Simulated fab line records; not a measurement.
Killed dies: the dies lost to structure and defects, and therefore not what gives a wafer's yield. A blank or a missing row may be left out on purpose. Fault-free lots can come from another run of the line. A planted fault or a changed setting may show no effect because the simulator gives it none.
fab line records ; flow nand_harc
record: lots: 11; wafers: 33; last_day: 33
route steps=1302 shown A_CHANNEL_FILL_D2@615 A_STAIRCASE@651 END@1302
lots with no fault: from the same line, run without faults
start_h: the number of hours between the record's first day and the start of the first shown wafer of the lot ; wait_h: time in hours since the lot's previous step ; " identical to the entry in the row above ; L1.1+2: one row covering several wafers at once ; - value missing, or start not given ; * or withheld: withheld ; < > ~ a bound
route shown NAME@n: a module of which the file shows steps, and the number in the route of the first ; usual: mean/standard deviation taken from wafers without a fault ; same: alike in all rows ; chamber/n: place in a boat ; sites: the reading at each site ; _std_site: the values' standard deviation ; _edge_site: mean of outer sites minus mean of inner sites ; radius_mm: how far each site lies from the wafer's centre ; mask NAME#n: copy n ; behind: the last tool/chamber to shape the wafer ; hold: why the lot went on hold/how many hours it stayed there/how the hold came to an end ; device: the n, p or np transistor that did not switch ; end of line: at the end of the route, the tests of the same wafers ; a step with no rows: only its recipe ; killed: not the wafer's yield, but the dies lost to structure and defects at the first sort ; map: the dies of a wafer, with x for killed, . for not killed, _ for no die there
set.NAME: the setting as run; set.NAME@STEP: as run at that earlier step ; model.NAME: the simulator's own value behind a step, which no gauge read
the route's steps for a sample of lots (tables are steps, rows are wafers)
services: when a tool's chamber went out of use (start_h, in hours from the record's first day, below 0 if earlier), for how many hours, and the reason
== steps ==
step: NHARC_A_CHANNEL_FILL_D2_ALD_15
recipe: target_thk_a: 20; pulse_time_s: 60; ald_cycles: 19; temp_c: 630; pressure_torr: 2; material: SiNx
usual: precursor_pulse_height_rel: 0.999/0.019; susceptor_temp_C: 630.0/0.3
lot.wafer;tool;chamber;start_h;wait_h;precursor_pulse_height_rel;susceptor_temp_C
L311.2;ald_sin_batch-01;0;-;-;0.986;630.0
L311.5;ald_sin_batch-01;0;-;-;0.987;629.8
L311.6;ald_sin_batch-01;0;-;-;1.007;630.0
L312.1;ald_sin_batch-01;0;-;-;0.980;630.0
L312.4;ald_sin_batch-01;0;-;-;0.964;630.3
L312.5;ald_sin_batch-01;0;-;-;1.009;630.0
L319.2;ald_sin_batch-02;0;-;-;0.968;630.0
L319.5;ald_sin_batch-02;0;-;-;0.998;630.6
L319.6;ald_sin_batch-02;0;-;-;1.020;630.3
L325.1;ald_sin_batch-03;0;-;-;0.982;-
L325.2;ald_sin_batch-03;0;-;-;0.999;-
L325.3;ald_sin_batch-03;0;-;-;1.032;-
L328.1;ald_sin_batch-03;0;-;-;1.024;-
L328.3;ald_sin_batch-03;0;-;-;1.009;-
L328.5;ald_sin_batch-03;0;-;-;0.986;-
L329.1;ald_sin_batch-03;0;-;-;0.986;-
L329.2;ald_sin_batch-03;0;-;-;0.977;-
L329.5;ald_sin_batch-03;0;-;-;1.024;-
L330.1;ald_sin_batch-01;0;-;-;0.979;630.1
L330.3;ald_sin_batch-01;0;-;-;0.976;629.5
L330.4;ald_sin_batch-01;0;-;-;0.997;629.6
L331.2;ald_sin_batch-02;0;-;-;1.022;-
L331.4;ald_sin_batch-02;0;-;-;1.016;-
L331.6;ald_sin_batch-02;0;-;-;1.005;-
L332.3;ald_sin_batch-02;0;-;-;0.986;-
L332.4;ald_sin_batch-02;0;-;-;0.999;-
L332.5;ald_sin_batch-02;0;-;-;0.991;-
L333.1;ald_sin_batch-02;0;-;-;1.021;630.0
L333.4;ald_sin_batch-02;0;-;-;0.982;629.7
L333.5;ald_sin_batch-02;0;-;-;1.018;630.1
L334.1;ald_sin_batch-02;0;-;-;0.994;629.7
L334.2;ald_sin_batch-02;0;-;-;0.981;630.1
L334.3;ald_sin_batch-02;0;-;-;0.977;629.8
step: NHARC_A_CHANNEL_FILL_D2_STRIP_28
recipe: time_s: 20; o2_flow_sccm: 500; ar_flow_sccm: 0; bias_w: 0; chemistry: O2
usual: chamber_pressure_mTorr: 60.00/0.055; drypump_motor_current_A: 5.7/0.4; oes_product_au: 1.004/0.0092; rf_vpp_V: 57.7/0.86; showerhead_plenum_p_Torr: 3.49/0.15; throttle_valve_pct: 17.037/0.0083
lot.wafer;tool;chamber;start_h;wait_h;chamber_pressure_mTorr;drypump_motor_current_A;oes_product_au;rf_hours_counter_h;rf_vpp_V;showerhead_plenum_p_Torr;throttle_valve_pct
L312.4;rie_diel-13;0;334.43;0.1;60.05;5.6;1.020;3;57.1;3.71;17.033
L312.1;rie_diel-13;1;334.43;0.1;59.94;5.1;1.020;4;55.2;3.39;17.027
L312.5;rie_diel-13;1;334.43;0.1;59.97;5.1;1.009;-;56.6;3.39;17.045
L311.2;rie_diel-04;2;334.45;0.1;60.11;5.2;1.013;5;59.1;3.61;17.042
L311.5;rie_diel-04;2;334.45;0.1;60.05;5.2;1.015;-;58.2;3.61;17.029
L311.6;rie_diel-04;3;334.45;0.1;59.88;6.1;1.002;-;57.5;3.33;17.040
L319.2;rie_diel-04;3;401.48;0.1;60.00;6.1;1.004;1;57.1;3.33;17.051
L319.6;rie_diel-04;2;401.48;0.1;60.01;5.2;1.012;-;57.7;3.61;17.040
L319.5;rie_diel-04;3;401.48;0.1;59.98;6.1;0.996;-;56.2;3.33;17.030
L325.2;rie_diel-13;0;484.86;0.1;59.92;5.6;0.995;4;57.5;3.71;17.024
L325.1;rie_diel-13;1;484.86;0.1;59.96;5.0;1.013;4;58.2;3.39;17.042
L325.3;rie_diel-13;3;484.86;0.1;59.96;6.1;1.002;4;59.6;3.39;17.033
L328.3;rie_diel-11;1;484.86;0.1;60.04;6.1;1.001;4;56.8;3.31;17.033
L328.1;rie_diel-11;2;484.86;0.1;59.91;5.9;0.981;4;57.8;3.34;17.033
L328.5;rie_diel-11;1;484.86;0.1;60.06;6.1;1.006;-;58.7;3.31;17.035
L329.2;rie_diel-13;3;505.79;0.1;59.96;6.1;0.989;4;58.2;3.39;17.047
L329.1;rie_diel-13;0;505.79;0.1;59.98;5.6;1.001;4;57.4;3.71;17.042
L329.5;rie_diel-13;3;505.79;0.1;59.98;6.1;0.990;-;57.1;3.39;17.035
L330.4;rie_diel-04;1;512.73;0.1;60.10;5.7;1.003;4;58.2;3.36;17.039
L330.3;rie_diel-04;3;512.73;0.1;59.90;6.1;0.977;5;56.6;3.33;17.039
L330.1;rie_diel-04;0;512.73;0.1;60.00;5.7;0.995;4;57.3;3.57;17.028
L332.4;rie_diel-11;2;521.14;0.1;60.06;5.8;1.011;10;56.6;3.34;17.036
L332.3;rie_diel-11;1;521.14;0.1;60.08;6.1;1.022;9;57.3;3.31;17.043
L332.5;rie_diel-11;3;521.14;0.1;60.06;5.0;1.011;-;57.2;3.67;17.044
L331.2;rie_diel-04;3;521.16;0.1;59.93;6.1;0.984;5;58.0;3.33;17.025
L331.4;rie_diel-04;3;521.16;0.1;60.05;6.1;0.986;-;56.8;3.33;17.031
L331.6;rie_diel-04;2;521.16;0.1;59.99;5.2;0.996;-;58.4;3.61;17.051
L333.1;rie_diel-11;0;536.40;0.1;59.89;5.4;1.007;12;57.3;3.72;17.025
L333.4;rie_diel-11;1;536.40;0.1;59.94;6.1;1.005;12;57.4;3.30;17.039
L333.5;rie_diel-11;2;536.40;0.1;59.96;5.8;0.996;-;56.9;3.34;17.037
L334.1;rie_diel-13;1;555.99;0.1;59.91;5.1;1.005;1;57.4;3.39;17.032
L334.3;rie_diel-13;2;555.99;0.1;60.03;6.2;0.993;1;57.8;3.41;17.025
L334.2;rie_diel-13;3;555.99;0.1;59.96;6.1;1.001;1;57.9;3.39;17.041
step: NHARC_A_STAIRCASE_ETCH_169
recipe: target_depth_a: 500; time_s: 107.1; ion_energy_ev: 120; ch3f_flow_sccm: 50; o2_flow_sccm: 30; ar_flow_sccm: 200; rf_w: 500; bias_w: 100; chemistry: CH3F/O2
usual: chamber_pressure_mTorr: 24.996/0.021; drypump_motor_current_A: 5.9/0.42; oes_product_au: 0.959/0.016; rf_vpp_V: 245.1/1.5; run_length_s: 128.4/0.54; showerhead_plenum_p_Torr: 2.51/0.093; throttle_valve_pct: 20.663/0.0099
lot.wafer;tool;chamber;start_h;wait_h;chamber_pressure_mTorr;drypump_motor_current_A;oes_product_au;rf_hours_counter_h;rf_vpp_V;run_length_s;showerhead_plenum_p_Torr;throttle_valve_pct
L312.4;rie_diel-01;3;358.89;0.1;24.996;5.8;0.960;50;245.1;128.6;2.49;20.654
L312.1;rie_diel-01;1;358.89;0.1;25.027;5.2;0.969;48;243.5;129.0;2.42;20.665
L312.5;rie_diel-01;3;358.89;0.1;24.993;5.8;0.949;-;242.8;128.2;2.49;20.653
L311.2;rie_diel-01;1;359.08;0.1;24.981;5.2;0.938;49;243.6;129.1;2.42;20.665
L311.5;rie_diel-01;2;359.08;0.1;25.017;6.4;0.936;-;242.6;128.3;2.33;20.663
L311.6;rie_diel-01;3;359.08;0.1;24.953;5.8;0.947;-;243.5;128.2;2.49;20.668
L319.2;rie_diel-09;1;431.32;0.2;24.974;5.9;0.961;35;244.7;127.3;2.54;20.657
L319.6;rie_diel-09;3;431.32;0.2;24.980;6.4;0.945;-;246.0;127.9;2.63;20.677
L319.5;rie_diel-09;0;431.32;0.2;24.992;5.7;0.935;-;244.6;58.6;2.53;20.698
L328.1;rie_diel-09;3;509.08;0.1;25.005;6.4;0.949;0;245.6;127.8;2.62;20.670
L328.3;rie_diel-09;0;509.08;0.1;25.008;5.7;0.958;0;245.2;128.5;2.52;20.685
L328.5;rie_diel-09;2;509.08;0.1;24.995;6.2;0.970;-;245.0;128.0;2.48;20.654
L325.2;rie_diel-01;2;509.23;0.1;25.006;6.4;0.961;33;242.3;128.2;2.32;20.664
L325.3;rie_diel-01;3;509.23;0.1;25.023;5.7;0.980;19;244.9;128.6;2.48;20.656
L325.1;rie_diel-01;0;509.23;0.1;24.985;6.0;0.991;34;243.5;129.2;2.32;20.654
L329.1;rie_diel-09;1;531.87;0.1;24.964;5.9;0.967;8;245.2;127.3;2.52;20.671
L329.2;rie_diel-09;0;531.87;0.1;24.980;5.7;0.986;11;244.7;129.0;2.52;20.678
L329.5;rie_diel-09;2;531.87;0.1;25.017;6.2;0.959;-;244.9;128.4;2.48;20.670
L330.1;rie_diel-01;3;541.50;0.1;24.994;5.8;0.942;34;244.7;128.6;2.47;20.663
L330.4;rie_diel-01;1;541.50;0.1;24.978;5.3;0.948;56;243.7;128.9;2.39;20.648
L330.3;rie_diel-01;2;541.50;0.1;24.975;6.4;0.942;46;243.9;128.3;2.31;20.658
L332.4;rie_diel-09;0;547.57;0.3;25.017;5.8;0.975;17;245.2;128.1;2.51;20.650
L332.3;rie_diel-09;1;547.57;0.3;25.000;5.9;0.958;14;245.4;127.4;2.52;20.669
L332.5;rie_diel-09;0;547.57;0.3;24.962;5.7;0.973;-;244.7;128.1;2.51;20.661
L331.4;rie_diel-05;3;550.39;0.1;25.023;5.2;0.955;47;246.2;128.9;2.62;20.655
L331.2;rie_diel-05;2;550.39;0.1;24.976;5.9;0.992;53;243.7;129.6;2.49;20.649
L331.6;rie_diel-05;3;550.39;0.1;25.007;5.2;0.965;-;246.5;128.8;2.62;20.647
L333.4;rie_diel-05;2;561.33;0.1;24.980;5.9;0.967;57;245.5;129.1;2.49;20.662
L333.1;rie_diel-05;0;561.33;0.1;25.012;5.0;0.966;52;244.9;128.5;2.47;20.670
L333.5;rie_diel-05;2;561.33;0.1;24.952;5.9;0.962;-;244.4;129.1;2.49;20.650
L334.2;rie_diel-09;1;584.22;0.1;25.016;5.9;0.930;27;246.2;127.8;2.52;20.670
L334.1;rie_diel-09;2;584.22;0.1;24.967;6.2;0.960;23;245.2;127.9;2.47;20.665
L334.3;rie_diel-09;3;584.22;0.1;24.972;6.4;0.959;27;246.3;127.9;2.61;20.660
step: NHARC_A_STAIRCASE_ETCH_170
recipe: target_depth_a: 2000; time_s: 66.667; ion_energy_ev: 250; c4f6_flow_sccm: 25; o2_flow_sccm: 20; ar_flow_sccm: 500; rf_w: 600; bias_w: 500; chemistry: C4F6/O2
usual: chamber_pressure_mTorr: 30.005/0.028; drypump_motor_current_A: 5.8/0.43; oes_product_au: 0.978/0.014; rf_vpp_V: 548.1/2.9; run_length_s: 87.9/0.55; showerhead_plenum_p_Torr: 3.99/0.14; throttle_valve_pct: 26.903/0.0084
lot.wafer;tool;chamber;start_h;wait_h;chamber_pressure_mTorr;drypump_motor_current_A;oes_product_au;rf_hours_counter_h;rf_vpp_V;run_length_s;showerhead_plenum_p_Torr;throttle_valve_pct
L312.4;rie_diel-01;2;-;-;30.005;6.4;0.980;49;543.2;87.7;3.73;26.901
L312.1;rie_diel-01;1;-;-;30.039;5.3;0.976;49;545.3;89.0;3.86;26.908
L312.5;rie_diel-01;2;-;-;29.968;6.4;0.988;-;542.5;87.7;3.73;26.889
L311.2;rie_diel-01;3;-;-;29.974;5.8;0.958;50;548.5;87.9;3.97;26.908
L311.6;rie_diel-01;3;-;-;29.983;5.8;0.975;-;548.7;88.7;3.97;26.911
L311.5;rie_diel-01;0;-;-;30.033;6.0;0.961;-;544.0;88.2;3.74;26.902
L319.2;rie_diel-09;2;-;-;30.036;6.2;1.007;38;546.6;87.8;3.97;26.908
L319.5;rie_diel-09;1;-;-;29.992;5.9;0.986;-;550.1;86.8;4.04;26.907
L319.6;rie_diel-09;2;-;-;30.024;6.2;1.004;-;548.5;87.9;3.97;26.901
L328.3;rie_diel-09;2;-;-;30.041;6.2;0.992;1;547.9;87.8;3.96;26.903
L328.1;rie_diel-09;1;-;-;29.969;5.9;0.987;1;548.4;86.9;4.03;26.904
L328.5;rie_diel-09;2;-;-;29.972;6.2;0.982;-;546.6;87.4;3.96;26.908
L325.1;rie_diel-01;1;-;-;30.020;5.3;0.957;44;544.4;88.8;3.83;26.901
L325.2;rie_diel-01;3;-;-;29.951;5.8;0.991;19;546.6;88.2;3.95;26.922
L325.3;rie_diel-01;0;-;-;30.020;5.9;0.994;35;542.8;88.5;3.71;26.896
L329.2;rie_diel-09;2;-;-;30.043;6.2;0.965;8;546.6;87.4;3.95;26.900
L329.1;rie_diel-09;0;-;-;30.035;5.7;0.994;11;549.0;88.0;4.01;26.918
L329.5;rie_diel-09;2;-;-;29.935;6.1;0.968;-;545.1;88.1;3.95;26.910
L330.4;rie_diel-01;0;-;-;30.018;6.0;0.993;48;542.2;88.3;3.71;26.907
L330.3;rie_diel-01;1;-;-;29.988;5.2;0.969;56;544.7;88.9;3.82;26.900
L330.1;rie_diel-01;2;-;-;29.971;6.4;0.956;46;543.6;87.8;3.70;26.914
L332.3;rie_diel-09;3;-;-;30.018;6.4;0.974;14;551.1;87.3;4.15;26.899
L332.4;rie_diel-09;0;-;-;30.015;5.7;0.983;17;547.4;88.3;4.01;26.893
L332.5;rie_diel-09;2;-;-;29.985;6.2;0.973;-;546.9;87.6;3.95;26.914
L331.4;rie_diel-05;0;-;-;30.042;5.0;0.982;49;547.2;88.2;3.95;26.906
L331.2;rie_diel-05;2;-;-;29.985;5.9;0.986;53;549.6;88.6;3.97;26.890
L331.6;rie_diel-05;1;-;-;29.989;5.8;0.981;-;551.5;88.1;4.12;26.902
L333.4;rie_diel-05;3;-;-;29.988;5.2;0.997;52;551.0;88.3;4.16;26.894
L333.1;rie_diel-05;0;-;-;30.024;5.0;0.999;52;547.4;88.1;3.95;26.905
L333.5;rie_diel-05;3;-;-;30.010;5.2;0.998;-;550.6;88.0;4.16;26.899
L334.3;rie_diel-09;2;-;-;30.018;6.2;0.979;23;547.0;87.5;3.94;26.911
L334.2;rie_diel-09;0;-;-;30.000;5.8;0.994;31;548.0;87.7;4.00;26.890
L334.1;rie_diel-09;1;-;-;29.981;5.9;0.980;27;548.3;86.8;4.01;26.911
step: NHARC_END_SORT_01
recipe: temp_c: 25
usual: killed_at_array: 57/18; killed_at_other: 0.9/1.3; killed_at_periphery: 3.5/2.2; killed_dies: 62/18; killed_open: 3.0/1.7; killed_short: 2.3/1.5
same: gross_dies: 677
lot.wafer;tool;chamber;start_h;wait_h;killed_at_array;killed_at_other;killed_at_periphery;killed_dies;killed_open;killed_short
L319.2;prober-02;0;655.69;2.8;35;0;3;38;4;4
L319.5;prober-02;0;658.08;3.7;673;2;2;677;3;3
L319.6;prober-02;0;658.88;4.0;34;0;2;36;8;1
killed by level:class
L319.2 A_CHANNEL_HOLE_D2:chamber_film_flake=16 A_CHANNEL_HOLE_D1:chamber_film_flake=4 A_BONDPAD:chamber_film_flake=3 A_WL_FILL:chamber_film_flake=2 P_CONTACT:geometric_particle:open=1 A_ONON_D1:geometric_particle:short=1 A_CHANNEL_FILL_D1:geometric_particle:open=1 A_DECK1_JOINT:geometric_particle:open=1
L319.5 A_STAIRCASE:area_etch=645 A_CHANNEL_HOLE_D2:chamber_film_flake=10 A_CHANNEL_HOLE_D1:chamber_film_flake=6 A_WL_FILL:chamber_film_flake=3 A_SLIT:chamber_film_flake=2 A_CONTACT:chamber_film_flake=2 P_M0:geometric_particle:open=1 A_DECK1_JOINT:geometric_particle:open=1
L319.6 A_CHANNEL_HOLE_D1:chamber_film_flake=8 A_CHANNEL_HOLE_D2:chamber_film_flake=8 A_BONDPAD:chamber_film_flake=4 A_M1:geometric_particle:open=2 A_STAIRCASE:chamber_film_flake=2 P_M0:geometric_particle:open=1 A_ONON_D2:geometric_particle:open=1 A_CHANNEL_HOLE_D2:geometric_particle:open=1
== services ==
tool;chamber;start_h;hours;kind
rie_diel-09;3;313.47;10.3;repair
rie_diel-09;-;320.46;9.0;pm
rie_diel-01;0;321.87;11.6;repair
rie_diel-05;2;327.15;9.6;repair
rie_diel-04;1;328.15;17.7;repair
rie_diel-13;-;342.00;9.0;pm
rie_diel-04;-;354.90;9.0;pm
rie_diel-09;0;358.70;36.5;repair
rie_diel-01;-;381.24;9.0;pm
rie_diel-09;1;386.84;5.0;repair
rie_diel-05;-;406.62;9.0;pm
rie_diel-01;0;407.74;18.9;repair
rie_diel-13;0;408.28;1.3;repair
rie_diel-04;-;422.47;0.2;repair
rie_diel-09;1;449.41;13.0;repair
rie_diel-01;3;455.97;1.4;repair
rie_diel-09;-;463.31;1.1;repair
rie_diel-01;2;476.04;5.3;repair
rie_diel-05;3;491.62;1.4;repair
rie_diel-09;-;497.46;9.0;pm
rie_diel-04;0;518.28;7.7;repair
rie_diel-13;-;519.00;9.0;pm
rie_diel-04;-;531.90;9.0;pm
rie_diel-01;-;558.24;9.0;pm
== key ==
first_sign: step: NHARC_A_STAIRCASE_ETCH_169; reading: run_length_s; direction: down; sigmas: 99+; usual: *; struck: *
effect: step: NHARC_END_SORT_01; reading: killed_dies; direction: up; sigmas: 35; usual: 62; struck: 677
more_kills_born_at: NHARC_A_STAIRCASE_ETCH_169@rie_diel-09: 645
met_at NHARC_A_STAIRCASE_ETCH_169
struck_lots L319
struck_wafers L319.5
later_rows_left_out L319.5
tester_left_out L319
not_acting_at NHARC_A_CHANNEL_FILL_D2_ALD_15,NHARC_A_CHANNEL_FILL_D2_STRIP_28,NHARC_A_STAIRCASE_ETCH_170
fault: kind: process_parameter_drift; tool: rie_diel-09; chamber: 0; onset_h: 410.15; steps: NHARC_A_STAIRCASE_ETCH_169; channel: time_s; offset: *; shape: step; end_h: 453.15; acts_in: *; stated: *
tester_left_out: of these lots the tester's yield and bins aren't shown, on N5 and GAA mostly nor the transistor test; their killed dies are dies lost to structure and defects alone, not to doping, threshold or leakage, so they don't give the yield
later_rows_left_out: the simulator's readings of these wafers behind a module that went badly wrong aren't trusted and aren't shown, but for the sort
